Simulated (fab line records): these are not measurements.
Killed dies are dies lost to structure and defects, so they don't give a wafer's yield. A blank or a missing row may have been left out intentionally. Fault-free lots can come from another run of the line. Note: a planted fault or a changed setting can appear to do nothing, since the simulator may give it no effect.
Chamber matching :: flow n5_finfet :: 4 sister chambers for N5_BEOL_M10_VIA_ETCH_34 on rie_diel-03
The step etches SiCOH lowk in C4F6/O2, target depth 184.5 nm, time 69.2 s. 4 wafers are shown with their chamber, then 9 later ones without.

## WAFERS WITH THEIR CHAMBER
wafer: L082.5
chamber: 0
throttle_valve_pct (%): 20.7

wafer: L085.4
chamber: 3
throttle_valve_pct (%): 20.7

wafer: L085.5
chamber: 2
throttle_valve_pct (%): 21.6

wafer: L085.6
chamber: 1
throttle_valve_pct (%): 21.0

## WAFERS WITH NO CHAMBER GIVEN
wafer: L084.1
throttle_valve_pct (%): 20.8

wafer: L084.2
throttle_valve_pct (%): 20.8

wafer: L084.4
throttle_valve_pct (%): 21.6

wafer: L088.3
throttle_valve_pct (%): 21.0

wafer: L088.5
throttle_valve_pct (%): 20.8

wafer: L088.6
throttle_valve_pct (%): 20.8

wafer: L096.2
throttle_valve_pct (%): 21.6

wafer: L096.3
throttle_valve_pct (%): 21.1

wafer: L096.5
throttle_valve_pct (%): 21.1

## THE CHAMBER EACH PASSED THROUGH
wafer: L084.1
from the rows above: can't be placed: 0 or 3 or 1
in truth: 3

wafer: L084.2
from the rows above: can't be placed: 0 or 3 or 1
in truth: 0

wafer: L084.4
from the rows above: 2
in truth: 2

wafer: L088.3
from the rows above: 1
in truth: 1

wafer: L088.5
from the rows above: can't be placed: 0 or 3 or 1
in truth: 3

wafer: L088.6
from the rows above: can't be placed: 0 or 3 or 1
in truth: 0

wafer: L096.2
from the rows above: 2
in truth: 2

wafer: L096.3
from the rows above: 1
in truth: 1

wafer: L096.5
from the rows above: 1
in truth: 1
Correctly placed: 5 of 9. Cannot be placed on the basis of these rows: 4; the candidates contain the true chamber in 4. Number placed wrongly: 0.
How it was worked out, from the rows above alone: a wafer's distance from a chamber is the root of the sum, over the readings, of the square of ((its reading less the chamber's mean) divided by the reading's scatter). If the next closest chamber is less than 2 further off than the closest, the wafer can't be placed; otherwise it belongs to the closest. Each chamber's mean is taken over the wafers shown for it. The scatter: root of mean squared gap, hidden wafer to nearest shown wafer, with one shown wafer a chamber.
